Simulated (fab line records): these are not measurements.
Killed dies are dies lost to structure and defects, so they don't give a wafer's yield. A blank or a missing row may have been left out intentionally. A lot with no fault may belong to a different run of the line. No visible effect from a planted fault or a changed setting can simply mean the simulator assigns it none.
Matching of chambers | flow n5-finfet | ald-metal-04 running N5_BEOL_M4_ALD_84: 4 sister chambers
The step deposits TaN, pulse time 2 s, purge time 3 s, co reactant purge time 2 s. 4 wafers are shown with their chamber, then 7 later ones without.

== WAFERS PAIRED WITH THEIR CHAMBERS ==
wafer  | chamber | heater-power-w (W)
L084.5 | 3       | 394
L084.6 | 2       | 368
L091.1 | 1       | 425
L091.3 | 0       | 409

== WAFERS WHOSE CHAMBER IS MISSING ==
wafer  | heater-power-w (W)
L091.5 | 405
L093.1 | 401
L093.3 | 404
L093.4 | 373
L096.1 | 401
L096.2 | 375
L096.5 | 369

== WHICH CHAMBER EACH ONE RAN IN ==
wafer  | from the rows above     | in truth
L091.5 | can't be placed: 0 or 3 | 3
L093.1 | can't be placed: 3 or 0 | 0
L093.3 | can't be placed: 0 or 3 | 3
L093.4 | 2                       | 2
L096.1 | can't be placed: 3 or 0 | 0
L096.2 | 2                       | 2
L096.5 | 2                       | 2
Correctly placed: 3 of 7. Cannot be placed on the basis of these rows: 4; the candidates contain the true chamber in 4. Number placed wrongly: 0.
How it was worked out, from the rows above alone: a wafer's distance from a chamber is the root of the sum, over the readings, of the square of ((its reading less the chamber's mean) divided by the reading's scatter). The wafer belongs to the nearest chamber; if the next one is less than 2 further off, it can't be placed. Each chamber's mean is taken over the wafers shown for it. The scatter: with one shown wafer a chamber, the root of the mean of the squares of how far each hidden wafer lies from its nearest shown one.
